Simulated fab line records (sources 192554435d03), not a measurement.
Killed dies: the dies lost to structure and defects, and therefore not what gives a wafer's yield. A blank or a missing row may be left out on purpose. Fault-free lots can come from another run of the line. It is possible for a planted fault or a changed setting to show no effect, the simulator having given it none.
Struck lot and sound lot, side by side    flow n5 finfet    15 steps out of a route of 1938
Sound: the wafers L602.3, L602.4, L602.6. The struck wafers were L601.2, L601.3, L601.6. Last of all comes the cause.
At each step with rows: each side's tool, then ch and its chambers, then its first start. Under that, the readings that differ: sound wafers    struck wafers    difference of the means    sigmas: that difference in standard deviations of wafers without a fault.
alike: readings with means less than 2 such deviations apart, plus words and numbers identical on both sides. not compared: withheld readings, readings lacking a value on some wafer, bounds such as >300 that could conceal the same value, and numbers that have no deviation in the record and whose values overlap.
A row with sigmas, a row that says differs or no value, or rows on one side alone: a step with any of these is where the two part. Non-overlapping numbers with no deviation appear without sigmas and do not part them. A reading that every wafer of one side lacks parts them only if that side has two wafers or more.

N5_BEOL_M5_OVL_MEAS_12:
  sound on overlay-02 ch 0, day 12 17:42; struck on overlay-02 ch 0, day 12 16:34
  alike: M5_OVL
N5_BEOL_M5_INSPECT_13: inspects for defects (brightfield).
  sound on defect inspect-02 at day 12 17:44; struck on defect inspect-02 at day 12 16:37
  alike: raw defect count
then, 1 step without rows for these wafers: N5_BEOL_M5_DESCUM_16 (chemistry O2, time 7 s).
N5_BEOL_M5_ETCH_72: etches underlayer in N2/H2, target depth 6.5 nm, time 5.2 s.
  sound on rie diel-05 ch 0,2,3, day 12 18:00; struck on rie diel-06 ch 0,1, day 12 17:03
reading     sound              struck             difference  sigmas
bias w (W)  149.8 149.1 149.6  150.7 150.2 150.9  +1.1        +2
  alike: drypump motor current A, etch rf on time s, oes product au, rf vpp V, showerhead plenum p Torr, throttle valve pct
  not compared: rf hours counter h
N5_BEOL_M5_ETCH_61: etches SiARC in CF4, target depth 15.6 nm, time 26 s.
  sound on rie diel-05 ch 0,2,3, day 12 18:01; struck on rie diel-06 ch 0,1, day 12 17:04
reading       sound              struck             difference  sigmas
rf vpp V (V)  184.0 182.6 183.7  185.3 186.0 186.3  +2.4        +2
  alike: bias w, drypump motor current A, etch rf on time s, oes product au, showerhead plenum p Torr, throttle valve pct
  not compared: rf hours counter h
N5_BEOL_M5_ETCH_62: etches SOC in N2/H2, target depth 75 nm, overetch 15 nm, time 112.5 s.
  sound on rie diel-05 ch 0,2,3, day 12 18:03; struck on rie diel-06 ch 0,1, day 12 17:05
  alike: bias w, drypump motor current A, oes product au, rf vpp V, showerhead plenum p Torr, throttle valve pct
  not compared: rf hours counter h
then, 2 steps without rows for these wafers: N5_BEOL_M5_STRIP_63 (strips in N2/H2); N5_BEOL_M5_STRIP_73 (strips in N2/H2).
N5_BEOL_M5_STRIP_64: strips in CF4.
  sound on rie diel-05 ch 0,2,3, day 12 18:10; struck on rie diel-06 ch 0,1, day 12 17:13
  alike: drypump motor current A, oes product au, rf vpp V, showerhead plenum p Torr, throttle valve pct
  not compared: rf hours counter h
N5_BEOL_M5_HM_OPEN_17: chemistry Cl2/BCl3, target TiN, target depth 20 nm, overetch 6 nm.
  sound on rie metal-02 ch 0,1, day 12 18:14; struck on rie metal-01 ch 0,1, day 12 17:16
reading                      sound        struck       difference  sigmas
drypump motor current A (A)  6.3 6.4 6.4  5.4 5.4 5.5  -0.9        -2
  alike: bias w, oes product au, throttle valve pct
  not compared: rf hours counter h
then, 1 step without rows for these wafers: N5_BEOL_M5_STRIP_19 (strips in O2).
N5_BEOL_M5_CD_MEAS_18: pitch 56 nm, target cd 28 nm.
  sound on cd sem-02 at day 12 18:32; struck on cd sem-01 at day 12 17:35
  alike: cd nm
N5_BEOL_M5_COAT_65: time 60 s, resist thk 60 nm.
  sound on litho track-01 ch 0, day 12 19:29; struck on litho track-04 ch 0, day 12 17:41
reading                   sound                 struck                difference  sigmas
heater power total W (W)  499.7 497.6 499.2     487.7 484.9 484.9     -13.0       -8
plate temp C (C)          250.20 249.88 249.79  243.59 243.77 243.70  -6.27       -39
then, 1 step without rows for these wafers: N5_BEOL_M5_COAT_66 (time 60 s, resist thk 12 nm).
-- the record jumps here: 4 days lie between the struck wafers' starts before and after (it left off in module BEOL_M5 and takes up again in module PASSIVATION, whose first step shown is number 1936 of the route) --
N5_PASSIVATION_PROBE_49:
  sound on prober-02 at day 17 05:06; struck on prober-01 at day 16 14:46
  alike: defect limited yield, killed_at_M0_to_M3, killed_at_M4_up, killed at contacts, killed at front end, killed at other, killed dies, killed open, killed short, sort_bin_5_function, sort_bin_6_memory, sort n pass, sort yield pct

WHERE THEY PART
At N5_BEOL_M5_ETCH_72 first; at N5_BEOL_M5_COAT_65 last (within this record only). Later steps at which nothing parts them and some readings are alike: N5_PASSIVATION_PROBE_49.

WHY: the cause the simulator had injected
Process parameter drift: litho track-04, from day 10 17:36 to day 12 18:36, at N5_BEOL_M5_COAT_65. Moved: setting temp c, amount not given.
